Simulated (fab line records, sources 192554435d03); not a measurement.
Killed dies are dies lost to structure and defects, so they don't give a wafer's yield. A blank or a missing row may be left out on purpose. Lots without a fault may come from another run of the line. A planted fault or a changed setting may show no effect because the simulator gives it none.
fab line records | flow n5_finfet
record lots=4 wafers=11 last_day=13
route steps=1938 shown HKMG_FIN@409 BEOL_M4@1111 PASSIVATION@1936
lots that met no fault: from a run of the same line without faults
start_h: hours from the record's first day to the start of the lot's first wafer shown | wait_h: hours since the lot's step before | " the same as in the row above | L1.1+2: a row that stands for several wafers | - no value, or no start given | * or withheld: withheld | < > ~ a bound
route shown NAME@n: a module of which the file shows steps, and the number in the route of the first | usual: mean/standard deviation of fault-free wafers | same: alike in all rows | chamber/n: place in a boat | sites: the reading at each site | _std_site: their standard deviation | _edge_site: outer sites' mean less inner sites' | radius_mm: how far each site lies from the wafer's centre | mask NAME#n: copy n | behind: the tool/chamber that last shaped the wafer | hold: why the lot was held/for how many hours/how that ended | device: the transistor (n, p or np) that didn't switch | end of line: the same wafers' tests at the end of the route | a step without rows: its recipe alone | killed: dies lost to structure and defects at the first sort, not the wafer's yield | map: a wafer's dies, x killed, . not, _ none there
set.NAME: the setting as run; set.NAME@STEP: as run at that earlier step | model.NAME: the simulator's own value behind a step, which no gauge read
lots at some steps of the route; a table a step, a row a wafer
services: from which hour (start_h, from the record's first day; less than 0 if before it) a tool's chamber was out of use, for how many hours, and why
## steps
# step N5_HKMG_FIN_STRIP_60
# recipe chemistry=N2/H2 power_w=2500 temp_c=300 h2_frac=0.65 time_s=360 pressure_mtorr=withheld n2_flow_sccm=1750 h2_flow_sccm=3250
# step N5_HKMG_FIN_WET_ETCH_77
# recipe chemistry=dHCl mix=1:10000 temp_c=25 target=La2O3 stop_on=HfO2 target_depth_nm=2
# step N5_HKMG_FIN_WET_ETCH_78
# recipe chemistry=dNH4OH mix=1:50 temp_c=25 target=Al2O3 stop_on=La2O3 target_depth_nm=4.5 dry=ipa_marangoni rinse_time_s=30 rinse_temp_c=23
# step N5_HKMG_FIN_ALD_79
# recipe material=TiN target_thk_a=15 temp_c=400 ald_precursor_family=TiCl4 ald_co_reactant=NH3 pulse_time_s=1 purge_time_s=3 co_reactant_purge_time_s=2 co_reactant_pulse_time_s=2 ald_cycles=68 pressure_torr=3
# step N5_HKMG_FIN_CVD_62
# recipe material=a-Si target_thk_a=30 temp_c=500 precursor=Si2H6 pressure_torr=1 time_s=20.8
# step N5_HKMG_FIN_RTA_80
# recipe temp_c=withheld time_s=2 ambient=N2 idle_temp_c=600 ramp_up_c_per_s=150 ramp_down_c_per_s=60 cool_to_c=600
# step N5_HKMG_FIN_PRECLEAN_64
# recipe chemistry=dHF time_s=30 temp_c=25 dilution=withheld
# step N5_HKMG_FIN_WET_ETCH_65
# recipe chemistry=TMAH temp_c=70 conc_wt_pct=5 target=a-Si stop_on=TiN time_s=49 target_depth_nm=3
# step N5_HKMG_FIN_WET_ETCH_81
# recipe chemistry=SC1 target=TiN stop_on=HfO2 mix=1:1:5 temp_c=60 time_s=57 target_depth_nm=6
# step N5_HKMG_FIN_WET_ETCH_82
# recipe chemistry=dHCl mix=1:10000 temp_c=25 target=La2O3 stop_on=HfO2 target_depth_nm=2 dry=ipa_marangoni rinse_time_s=30 rinse_temp_c=23
# step N5_HKMG_FIN_ALD_36
# recipe material=TiN target_thk_a=10 temp_c=400 ald_precursor_family=TiCl4 ald_co_reactant=NH3 pulse_time_s=1 purge_time_s=3 co_reactant_purge_time_s=2 co_reactant_pulse_time_s=2 ald_cycles=47 pressure_torr=3
# step N5_HKMG_FIN_PWFM_ALD_03
# recipe material=TiN target_thk_a=20 temp_c=400 ald_precursor_family=TiCl4 ald_co_reactant=NH3 pulse_time_s=1 purge_time_s=3 co_reactant_purge_time_s=2 co_reactant_pulse_time_s=2 ald_cycles=91 pressure_torr=3
# usual ald_cycles=91/0 heater_power_w=876/100 precursor_pulse_height_rel=0.999/0.023
# columns lot.wafer tool chamber start_h wait_h ald_cycles heater_power_w precursor_pulse_height_rel model.TiN_of_HKMG_FIN_PWFM_ALD_03.thk_nm
L583.3 ald_metal-01 0 74.51 0.0 91 740 1.025 2
L583.4 " 3 " " 91 798 0.994 2
L583.6 " 1 " " 91 881 0.961 2
L588.2 ald_metal-01 1 104.70 0.0 91 915 0.984 2
L588.3 " 3 " " 107 794 1.010 2.4
L588.5 " 2 " " 91 804 1.050 2
L589.4 ald_metal-01 2 114.75 0.0 107 810 1.021 2.4
L589.5 " 0 " " 91 733 1.008 2
L589.6 " 1 " " 91 911 1.022 2
L590.2 ald_metal-04 3 121.87 0.1 91 831 0.963 2
L590.4 " 0 " " 91 939 0.986 2
# step N5_HKMG_FIN_COAT_29
# recipe resist=SOC temp_c=250 time_s=60 spin_rpm=1500 resist_thk_nm=300
# step N5_HKMG_FIN_COAT_30
# recipe resist=SiARC temp_c=220 time_s=60 spin_rpm=1500 resist_thk_nm=35
# step N5_HKMG_FIN_COAT_06
# recipe resist=CAR-ArF spin_rpm=1500 resist_thk_nm=90
# step N5_HKMG_FIN_EBR_08
# recipe solvent=PGMEA ebr_width_mm=1.5
# step N5_HKMG_FIN_SOFTBAKE_07
# recipe temp_c=110 time_s=60 resist=CAR-ArF
# step N5_HKMG_FIN_EXPOSE_09
# recipe mask_id=NWFM na=1.35 source_shape=conventional sigma_outer=0.8 polarization=unpolarized dose_mj=39.25
# step N5_HKMG_FIN_PEB_10
# recipe peb_temp_c=withheld peb_time_s=60 resist=CAR-ArF
# step N5_HKMG_FIN_DEVELOP_11
# recipe develop_time_s=30 developer=TMAH resist=CAR-ArF dev_temp_c=23 rinse_liquid=diw dry=air_spin
# step N5_HKMG_FIN_DESCUM_17
# recipe chemistry=O2 time_s=7.9 source_power_w=50 bias_power_w=20 pressure_mtorr=20 rf_frequency_hz=2.712e+07 temp_c=40 resist=CAR-ArF o2_flow_sccm=225
# step N5_HKMG_FIN_ETCH_31
# recipe chemistry=CF4 target=SiARC target_depth_a=455 mask_material=CAR-ArF time_s=75.8 ion_energy_ev=80 pressure_mtorr=40 source_w=545 bias_w=36 Ar_flow_sccm=100 cf4_flow_sccm=100 ends=cleared
# step N5_HKMG_FIN_ETCH_32
# recipe chemistry=N2/H2 target=SOC target_depth_a=2400 temp_c=40 time_s=300 ion_energy_ev=200 mask_material=SiARC pressure_mtorr=30 source_w=840 bias_w=150 n2_flow_sccm=200 h2_flow_sccm=200
# step N5_HKMG_FIN_STRIP_33
# recipe chemistry=N2/H2 temp_c=40 n2_flow_sccm=200 h2_flow_sccm=200 rf_frequency_hz=6e+07
# step N5_HKMG_FIN_STRIP_34
# recipe chemistry=CF4 resist=SiARC power_w=300 bias_power_w=75 pressure_mtorr=50 cf4_flow_sccm=150 rf_frequency_hz=6e+07
# step N5_HKMG_FIN_ETCH_35
# recipe chemistry=N2/H2 target=SOC target_depth_a=2158 ion_energy_ev=65 bias_w=5 source_w=3000 time_s=243.4 pressure_mtorr=30 n2_flow_sccm=200 h2_flow_sccm=200
# step N5_HKMG_FIN_STRIP_92
# recipe chemistry=N2/H2 material=SOC time_s=20 power_w=500 temp_c=40 pressure_mtorr=50 rf_frequency_hz=6e+07 bias_power_w=8 h2_frac=0.5 n2_flow_sccm=300 h2_flow_sccm=300
# step N5_HKMG_FIN_WET_ETCH_18
# recipe chemistry=SC1 target=TiN mix=1:1:5 temp_c=* time_s=55 target_depth_nm=5.2 dry=ipa_marangoni rinse_time_s=30 rinse_temp_c=23
# step N5_HKMG_FIN_STRIP_19
# recipe chemistry=N2/H2 power_w=2500 temp_c=300 h2_frac=0.65 time_s=360 pressure_mtorr=withheld n2_flow_sccm=1750 h2_flow_sccm=3250
# step N5_HKMG_FIN_ALD_91
# recipe material=TiN target_thk_a=10 temp_c=400 ald_precursor_family=TiCl4 ald_co_reactant=NH3 pulse_time_s=1 purge_time_s=3 co_reactant_purge_time_s=2 co_reactant_pulse_time_s=2 ald_cycles=47 pressure_torr=3
# step N5_HKMG_FIN_COAT_85
# recipe resist=SOC temp_c=250 time_s=60 spin_rpm=1500 resist_thk_nm=300
# step N5_HKMG_FIN_ETCH_86
# recipe chemistry=N2/H2 target=SOC target_depth_a=3932 stop_on=TiN ion_energy_ev=100 bias_w=61 pressure_mtorr=30 source_w=850 n2_flow_sccm=200 h2_flow_sccm=200
# step N5_HKMG_FIN_STRIP_89
# recipe chemistry=N2/H2 material=SOC time_s=20 power_w=500 temp_c=40 pressure_mtorr=50 rf_frequency_hz=6e+07 bias_power_w=8 h2_frac=0.5 n2_flow_sccm=300 h2_flow_sccm=300
# step N5_HKMG_FIN_WET_ETCH_87
# recipe chemistry=SC1 target=TiN mix=1:2:40 temp_c=50 time_s=154.2 target_depth_nm=4.7 dry=ipa_marangoni rinse_time_s=30 rinse_temp_c=23
# step N5_HKMG_FIN_STRIP_88
# recipe chemistry=N2/H2 power_w=2500 temp_c=300 h2_frac=0.65 time_s=360 pressure_mtorr=withheld n2_flow_sccm=1750 h2_flow_sccm=3250
# step N5_HKMG_FIN_NWFM_ALD_20
# recipe material=TiAlC target_thk_a=20 temp_c=300 ald_precursor_family=TiCl4 ald_co_reactant=TEA pulse_time_s=3 purge_time_s=2 co_reactant_purge_time_s=2 co_reactant_pulse_time_s=10 ald_cycles=7 pressure_torr=3
# step N5_HKMG_FIN_ALD_71
# recipe material=TiN target_thk_a=10 temp_c=400 ald_precursor_family=TiCl4 ald_co_reactant=NH3 pulse_time_s=1 purge_time_s=3 co_reactant_purge_time_s=2 co_reactant_pulse_time_s=2 ald_cycles=47 pressure_torr=3
# step N5_HKMG_FIN_COAT_66
# recipe resist=SOC temp_c=250 time_s=60 spin_rpm=1500 resist_thk_nm=300
# step N5_BEOL_M4_RC_MEAS_101
# usual DIBL_N=35.8/1.7 DIBL_P=35.9/1.9 IOFF_N=0.151/0.028 IOFF_P=0.21/0.037 IOFF_P_85C=3.6/0.54 IOFF_P_LIN=0.099/0.014 IOFF_P_LONG=0.000107/8.8e-06 ION_N=673/12 ION_P=463/8.3 SS_N=71.4/0.59 SS_P=73.2/0.63 VT_N=250/3.2 VT_P=-250/3.7 VT_P_LONG=-275/3.1 VT_P_LVT=-100/3
# columns lot.wafer tool chamber start_h wait_h DIBL_N[mV/V] DIBL_P[mV/V] IOFF_N[nA/um] IOFF_P[nA/um] IOFF_P_85C[nA/um] IOFF_P_LIN[nA/um] IOFF_P_LONG[nA/um] ION_N[uA/um] ION_P[uA/um] SS_N[mV/dec] SS_P[mV/dec] VT_N[mV] VT_P[mV] VT_P_LONG[mV] VT_P_LVT[mV]
L583.3 prober-02 0 161.48 0.3 35.8 35.8 0.136 0.21 3.7 0.102 0.000114 667 461 70.8 73.1 252 -249 -271 -100
L583.4 " 0 " " 36.3 37.2 0.144 0.23 4.1 0.110 0.00011 673 465 71.6 73.0 254 -248 -273 -100
L583.6 " 0 " " 36.9 37.0 0.158 0.24 4.2 0.113 0.000114 682 466 71.8 73.9 250 -246 -271 -99
L588.2 prober-01 0 195.69 0.2 37.5 37.0 0.175 0.26 4.3 0.115 0.000109 684 464 71.5 73.7 246 -245 -273 -97
L588.3 " 0 " " 35.1 33.0 0.125 0.31 5.1 0.152 0.00015 665 480 71.3 72.5 253 -235 -261 -87
L588.5 " 0 " " 35.7 35.4 0.159 0.24 4.0 0.111 0.000112 687 478 70.3 72.7 247 -245 -272 -97
L589.4 prober-02 0 201.51 0.5 37.8 37.9 0.187 0.37 5.8 0.171 0.000139 685 478 72.3 73.9 248 -238 -265 -84
L589.5 " 0 " " 37.6 38.2 0.185 0.24 4.1 0.113 0.00011 700 472 71.2 73.1 250 -251 -273 -97
L589.6 " 0 " " 39.1 39.6 0.220 0.26 4.4 0.118 0.000108 706 482 72.8 74.9 245 -250 -277 -96
L590.2 prober-02 0 211.62 0.2 34.1 34.1 0.122 0.15 2.8 0.075 8.9e-05 656 449 70.6 72.3 252 -258 -281 -104
L590.4 " 0 " " 34.7 34.7 0.131 0.16 2.9 0.078 8.8e-05 663 447 70.8 72.9 253 -257 -283 -105
# step N5_PASSIVATION_PROBE_49
# usual defect_limited_yield=91.4/1.5 killed_at_M0_to_M3=33/9.8 killed_at_M4_up=14/5.5 killed_at_contacts=12/6.5 killed_at_front_end=38/11 killed_at_other=3/3.1 killed_dies=101/17 killed_open=66/13 killed_short=32/7.5 sort_bin_5_function=5.0/1 sort_bin_6_memory=3.2/0.69 sort_n_pass=1079/17 sort_yield_pct=91.4/1.5
# same gross_dies=1180 killed_at_back_side=0 sort_bin_4_leakage[%]=0 sort_bin_8_speed[%]=0
# columns lot.wafer tool chamber start_h wait_h defect_limited_yield[%] killed_at_M0_to_M3 killed_at_M4_up killed_at_contacts killed_at_front_end killed_at_other killed_dies killed_open killed_short sort_bin_5_function[%] sort_bin_6_memory[%] sort_n_pass sort_yield_pct[%]
L588.2 prober-01 - 297.57 0.1 85.6 45 10 12 99 4 170 110 50 7.9 5.1 1010 85.6
# killed by level:class
L588.2 STI_FIN_REVEAL:geometric_particle:open=27 FIN_SAQP:geometric_particle:open=19 BEOL_M3:geometric_particle:open=14 FIN_SAQP:geometric_particle:short=12 HKMG_FIN:area_etch=10 MOL_CONTACT_COAG:geometric_particle:open=9 BEOL_M0_SAQP:geometric_particle:open=8 BEOL_M0_SAQP:geometric_particle:short=8
## services
# columns tool chamber start_h hours kind
ald_metal-04 3 56.21 1.8 repair
ald_metal-04 - 77.75 2.8 pm
## key
first_sign step=N5_HKMG_FIN_PWFM_ALD_03 reading=ald_cycles direction=up sigmas=99+ usual=* struck=*
effect step=N5_BEOL_M4_RC_MEAS_101 reading=VT_P_LVT direction=up sigmas=4.6 usual=-100 struck=-86
effect step=N5_BEOL_M4_RC_MEAS_101 reading=IOFF_P_LIN direction=up sigmas=4.5 usual=0.099 struck=0.161
effect step=N5_BEOL_M4_RC_MEAS_101 reading=IOFF_P_LONG direction=up sigmas=4.3 usual=0.000107 struck=0.000144
effect step=N5_BEOL_M4_RC_MEAS_101 reading=VT_P_LONG direction=up sigmas=3.9 usual=-275 struck=-263
effect step=N5_BEOL_M4_RC_MEAS_101 reading=VT_P direction=up sigmas=3.7 usual=-250 struck=-237
effect step=N5_BEOL_M4_RC_MEAS_101 reading=IOFF_P direction=up sigmas=3.6 usual=0.21 struck=0.34
effect step=N5_BEOL_M4_RC_MEAS_101 reading=IOFF_P_85C direction=up sigmas=3.4 usual=3.6 struck=5.4
model_effect step=N5_HKMG_FIN_PWFM_ALD_03 value=TiN_of_HKMG_FIN_PWFM_ALD_03.thk_nm without=2 struck=2.4
met_at N5_HKMG_FIN_PWFM_ALD_03
struck_wafers L588.3,L589.4
baseline_loss step=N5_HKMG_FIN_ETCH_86 wafers=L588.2
onset_between 74.51 104.70
fault kind=process_parameter_drift tool=ald_metal-01 chamber=- onset_h=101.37 steps=N5_HKMG_FIN_PWFM_ALD_03 channel=ald_cycles offset=* shape=step end_h=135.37 scope=struck_wafers_only acts_in=* stated=*
# baseline_loss: these wafers lose ten dies or more at that step, a loss of the line's own and not of a fault; the sort's usual values leave them out
